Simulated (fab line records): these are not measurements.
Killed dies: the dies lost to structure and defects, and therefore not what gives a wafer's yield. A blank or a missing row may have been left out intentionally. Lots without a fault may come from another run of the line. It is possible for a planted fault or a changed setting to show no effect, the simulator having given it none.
Comparing a struck lot with a sound one / flow n5_finfet / 37 out of 1938 route steps
Sound: wafers L622.2, L622.3, L622.6. Wafers struck: L626.3, L626.4, L626.6. The cause is named last.
Per side, at each step with rows, come the tool, then ch with its chambers, and then its first start. Under that, the readings that differ: sound wafers / struck wafers / difference of the means / sigmas: that difference in standard deviations of wafers without a fault.
alike: readings whose means differ by less than 2 such deviations, and words and numbers that are the same on both sides. not compared: withheld readings, readings that some wafer has no value for, bounds like >300 that may hide the same value, and numbers for which the record gives no deviation and whose values overlap.
Wherever a step has rows on one side only, a row that says differs or no value, or a row with sigmas, the two part there. Numbers that have no deviation but don't overlap get no sigmas and don't part them. A reading missing from all wafers of one side parts the sides only when that side holds two or more wafers.

first, 9 steps without rows for these wafers: N5_BEOL_M4_ANNEAL_95 (time 240 s); N5_BEOL_M4_SPUTTER_96 (material Cu, target thk 4.5 nm, time 8.29 s); N5_BEOL_M4_ECD_50 (material Cu, target thk 300 nm); N5_BEOL_M4_ANNEAL_51 (time 90 s); N5_BEOL_M4_CMP_52 (polishes, stops on SiOC, t overpolish 6.8 s, target thk 40 nm); N5_BEOL_M4_PRE_CLEAN_60 (time 15 s); N5_BEOL_M4_CO_CAP_55 (material Co, precursor CCTBA/H2, target thk 2 nm, time 102.1 s); N5_BEOL_M4_PRE_CLEAN_56 (time 15 s); N5_BEOL_M4_DEP_57 (deposits SiCN from 3MS/NH3, target thk 8 nm, time 14 s).
N5_BEOL_M4_RC_MEAS_101:
  sound on prober-02 ch 0, day 12 05:15; struck on prober-02 ch 0, day 13 02:46
  alike: DIBL_N, DIBL_P, IOFF_N, IOFF_P, ION_N, ION_P, SS_N, SS_P, VT_N, VT_P
N5_BEOL_M5_ILD_DEP_00: deposits SiCOH lowk from DEMS/porogen, target thk 140.64 nm, time 25.9 s.
  sound on pecvd-04 ch 0,1, day 12 06:04; struck on pecvd-01 ch 0,1, day 13 03:26
reading=model.SiCOH_lowk_of_BEOL_M5_ILD_DEP_00.thk_nm (nm); sound=141.2 139.2 140.8; struck=72.4 72.2 71; difference=-68.5; sigmas=
  alike: heater_power_w, showerhead_plenum_p_Torr, throttle_valve_pct
then, 1 step without rows for these wafers: N5_BEOL_M5_CURE_79 (cures SiCOH lowk, time 240 s).
N5_BEOL_M5_THK_MEAS_01:
  sound: film_metro-01 at day 12 06:38; struck: film_metro-01 at day 13 04:29
reading=M5_ILD_THK (nm); sound=121.5 119.7 121.2; struck=61.9 61.9 60.8; difference=-59.3; sigmas=-28
then, 22 steps without rows for these wafers: N5_BEOL_M5_PECVD_70 (deposits SiO2 from TEOS/O2, target thk 16 nm, time 18 s); N5_BEOL_M5_HM_DEP_02 (deposits TiN, target thk 20 nm); N5_BEOL_M5_COAT_59 (time 60 s, resist thk 60 nm); N5_BEOL_M5_COAT_60 (time 60 s, resist thk 12 nm); N5_BEOL_M5_COAT_71 (time 60 s, resist thk 5 nm); N5_BEOL_M5_COAT_05 (resist thk 30 nm); N5_BEOL_M5_EBR_07; N5_BEOL_M5_SOFTBAKE_06 (time 60 s); N5_BEOL_M5_EXPOSE_08 (exposes mask M5, target cd 28 nm); N5_BEOL_M5_PEB_09 (peb time 60 s); N5_BEOL_M5_DEVELOP_10 (develop time 30 s); N5_BEOL_M5_DESCUM_16 (chemistry O2, time 7 s); N5_BEOL_M5_ETCH_72 (etches underlayer in N2/H2, target depth 6.5 nm, time 5.2 s); N5_BEOL_M5_ETCH_61 (etches SiARC in CF4, target depth 15.6 nm, time 26 s); N5_BEOL_M5_ETCH_62 (etches SOC in N2/H2, target depth 75 nm, overetch 15 nm, time 112.5 s); N5_BEOL_M5_STRIP_63 (strips in N2/H2); N5_BEOL_M5_STRIP_73 (strips in N2/H2); N5_BEOL_M5_STRIP_64 (strips in CF4); N5_BEOL_M5_HM_OPEN_17 (chemistry Cl2/BCl3, target TiN, target depth 20 nm, overetch 6 nm); N5_BEOL_M5_STRIP_19 (strips in O2); N5_BEOL_M5_COAT_65 (time 60 s, resist thk 60 nm); N5_BEOL_M5_COAT_66 (time 60 s, resist thk 12 nm).
N5_BEOL_M5_CMP_52: polishes, stops on SiCOH lowk, t overpolish 6.9 s, target thk 62 nm.
  sound on cmp-04 ch 0,1,2, day 12 17:14; struck on cmp-04 ch 0,1, day 13 15:18
reading=model.SiCOH_lowk_of_BEOL_M5_ILD_DEP_00.thk_nm (nm); sound=118.4 116.8 118.2; struck=59 58.8 57.8; difference=-59; sigmas=
  alike: motor_current_A
-- a jump in the record: the struck wafers' starts before and after are 4 days apart (it breaks off in module BEOL_M5 and resumes in module PASSIVATION, where the first step shown is number 1936 of the route) --
N5_PASSIVATION_PROBE_49:
  sound: prober-02 at day 16 09:48; struck: prober-01 at day 17 12:07
reading=defect_limited_yield (%); sound=92.9 92.4 92.2; struck=0.1 0.3 0.1; difference=-92.3; sigmas=-66
reading=killed_at_M4_up; sound=9 12 17; struck=1083 1081 1074; difference=+1067; sigmas=+99 or more
reading=killed_dies; sound=84 90 92; struck=1179 1177 1179; difference=+1090; sigmas=+64
reading=killed_on_rim; sound=13 11 11; struck=152 151 151; difference=+140; sigmas=+36
reading=sort_bin_4_leakage (%); sound=1.19 0 0; struck=0 0 0; difference=+0; sigmas=-3
reading=sort_n_pass; sound=1082 1090 1088; struck=1 3 1; difference=-1085; sigmas=-64
  alike: killed_at_M0_to_M3, killed_at_contacts, killed_at_front_end, killed_at_other, killed_open, killed_short, sort_bin_5_function, sort_bin_6_memory, sort_bin_8_speed

== WHERE THEY PART ==
At N5_BEOL_M5_THK_MEAS_01 first; at N5_PASSIVATION_PROBE_49 last (within this record only).

WHY: the cause the simulator had injected
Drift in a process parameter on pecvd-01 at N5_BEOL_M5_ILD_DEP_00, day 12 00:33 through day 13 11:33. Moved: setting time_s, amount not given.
